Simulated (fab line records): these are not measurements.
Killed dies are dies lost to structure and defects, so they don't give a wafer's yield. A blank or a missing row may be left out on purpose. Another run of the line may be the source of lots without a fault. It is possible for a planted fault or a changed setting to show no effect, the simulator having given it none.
Matching of chambers -- flow n5Finfet -- N5_BEOL_M8_ETCH_65 on rieDiel-01: 4 sister chambers
The step etches SiARC in CF4, target depth 15.6 nm, time 26 s. 22 wafers are shown with their chamber, then 11 later ones without.

## WAFERS WITH THEIR CHAMBER
wafer,chamber,drypumpMotorCurrentA (A),showerheadPlenumPTorr (Torr),throttleValvePct (%)
L076.2,2,6.1,2.25,15.36
L076.3,1,5.9,2.20,15.71
L076.5,0,5.3,2.26,15.38
L075.4,3,5.7,2.09,15.42
L075.5,0,5.2,2.25,15.38
L075.6,3,5.7,2.09,15.42
L077.4,1,5.9,2.20,15.72
L077.5,2,6.1,2.25,15.37
L077.6,1,5.9,2.20,15.72
L078.1,2,6.1,2.25,15.37
L078.3,1,5.9,2.19,15.74
L078.4,0,5.3,2.25,15.40
L083.2,3,5.7,2.08,15.45
L083.3,1,5.9,2.19,15.74
L083.6,3,5.7,2.08,15.46
L082.2,2,6.1,2.25,15.39
L082.4,1,5.9,2.19,15.78
L082.5,1,5.9,2.19,15.75
L084.2,3,5.7,2.08,15.46
L084.3,2,6.1,2.25,15.39
L084.4,3,5.7,2.08,15.46
L089.3,2,6.1,2.24,15.41

SIGNATURES, as means of the wafers listed above
reading,chamber 0,chamber 1,chamber 2,chamber 3,scatter within a chamber
drypumpMotorCurrentA,5.267,5.900,6.100,5.700,0.0192
showerheadPlenumPTorr,2.2533,2.1943,2.2483,2.0833,0.00503
throttleValvePct,15.3867,15.7371,15.3817,15.4450,0.0201
Rule: a wafer's distance from a chamber is the root of the sum, over the readings, of the square of ((its reading less the chamber's mean) divided by the reading's scatter). The wafer belongs to the nearest chamber; if the next one is less than 2 further off, it can't be placed. The scatter: take each reading less its chamber's mean, square it, sum over the shown wafers, divide by the number of wafers less the number of chambers, and take the root.

## WAFERS WHOSE CHAMBER IS MISSING
wafer,drypumpMotorCurrentA (A),showerheadPlenumPTorr (Torr),throttleValvePct (%)
L089.4,6.1,2.24,15.41
L089.5,5.7,2.08,15.46
L086.4,5.7,2.08,15.48
L086.5,5.3,2.25,15.44
L086.6,5.7,2.08,15.48
L090.2,5.2,2.24,15.43
L090.3,5.9,2.19,15.26
L090.4,6.0,2.24,15.42
L091.1,5.2,2.24,15.44
L091.3,5.9,2.19,15.28
L091.6,5.7,2.08,15.48

## WHICH CHAMBER EACH WENT THROUGH
wafer,from the rows above,in truth
L089.4,2,2
L089.5,3,3
L086.4,3,3
L086.5,0,0
L086.6,3,3
L090.2,0,0
L090.3,2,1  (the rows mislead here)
L090.4,2,2
L091.1,0,0
L091.3,2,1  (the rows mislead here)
L091.6,3,3
Placed correctly: 9 of 11. Left unplaced by these rows: 0. Placed wrongly: 2.
